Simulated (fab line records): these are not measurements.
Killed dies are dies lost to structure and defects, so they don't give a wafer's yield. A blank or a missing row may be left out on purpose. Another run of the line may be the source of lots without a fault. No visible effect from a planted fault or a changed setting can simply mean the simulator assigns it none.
Matching of chambers ; flow nandHarc ; pecvd-02 running NHARC_P_M0_PRE_CLEAN_31: 3 sister chambers
The step time 12 s. 6 wafers are shown with their chamber, then 7 later ones without.

## EACH WAFER AND ITS CHAMBER
wafer;chamber;heaterPowerW (W);heaterPowerOuterW (W)
L302.4;0;754;472
L308.2;2;524;333
L308.3;1;729;390
L308.5;0;735;433
L309.2;1;790;447
L309.3;2;495;314

## WAFERS WITH NO CHAMBER GIVEN
wafer;heaterPowerW (W);heaterPowerOuterW (W)
L309.4;789;440
L318.3;768;447
L318.4;504;314
L318.5;770;449
L319.1;476;300
L319.4;779;441
L319.5;489;301

## WHICH CHAMBER EACH ONE RAN IN
wafer;from the rows above;in truth
L309.4;can't be placed: 1 or 0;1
L318.3;can't be placed: 0 or 1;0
L318.4;2;2
L318.5;can't be placed: 0 or 1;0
L319.1;2;2
L319.4;can't be placed: 1 or 0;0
L319.5;2;2
Correct placement for 3 of the 7. Can't be placed from these rows: 4 (the true chamber is among the candidates in 4). Number placed wrongly: 0.
How it was worked out, from the rows above alone: a wafer's distance from a chamber is the root of the sum, over the readings, of the square of ((its reading less the chamber's mean) divided by the reading's scatter). If the next closest chamber is less than 2 further off than the closest, the wafer can't be placed; otherwise it belongs to the closest. A chamber's mean is the mean of its shown wafers. The scatter: the root of (the sum of the squares of (reading less its chamber's mean) over the shown wafers, divided by (wafers less chambers)).
